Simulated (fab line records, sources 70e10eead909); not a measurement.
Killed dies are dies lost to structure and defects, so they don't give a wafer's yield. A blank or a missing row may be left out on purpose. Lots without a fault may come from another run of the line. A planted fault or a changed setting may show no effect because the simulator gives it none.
Chamber matching | flow nand_harc | NHARC_P_GATE_DEP_103 on pecvd-01: 3 sister chambers
The step deposits SiON, target thk 30 nm. 3 wafers are shown with their chamber, then 12 later ones without.

WAFERS WITH THEIR CHAMBER
wafer  | chamber | heater_power_w (W)
L084.3 | 1       | 920
L084.5 | 0       | 841
L084.6 | 2       | 805

WAFERS WITHOUT THEIR CHAMBER
wafer  | heater_power_w (W)
L086.1 | 988
L086.5 | 889
L086.6 | 738
L089.3 | 842
L089.5 | 944
L089.6 | 837
L088.4 | 888
L088.5 | 871
L088.6 | 983
L092.3 | 1011
L092.5 | 1017
L092.6 | 819

WHICH CHAMBER EACH WENT THROUGH
wafer  | from the rows above          | in truth
L086.1 | can't be placed: 1 or 0      | 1
L086.5 | can't be placed: 1 or 0 or 2 | 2
L086.6 | can't be placed: 2 or 0      | 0
L089.3 | can't be placed: 0 or 2 or 1 | 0
L089.5 | can't be placed: 1 or 0      | 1
L089.6 | can't be placed: 0 or 2 or 1 | 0
L088.4 | can't be placed: 1 or 0 or 2 | 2
L088.5 | can't be placed: 0 or 1 or 2 | 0
L088.6 | can't be placed: 1 or 0      | 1
L092.3 | can't be placed: 1 or 0      | 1
L092.5 | can't be placed: 1 or 0      | 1
L092.6 | can't be placed: 2 or 0 or 1 | 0
Placed correctly: 0 of 12. Can't be placed from these rows: 12 (the true chamber is among the candidates in 12). Placed wrongly: 0.
How it was worked out, from the rows above alone: a wafer's distance from a chamber is the root of the sum, over the readings, of the square of ((its reading less the chamber's mean) divided by the reading's scatter). The wafer belongs to the nearest chamber; if the next one is less than 2 further off, it can't be placed. A chamber's mean is the mean of its shown wafers. The scatter: with one shown wafer a chamber, the root of the mean of the squares of how far each hidden wafer lies from its nearest shown one.
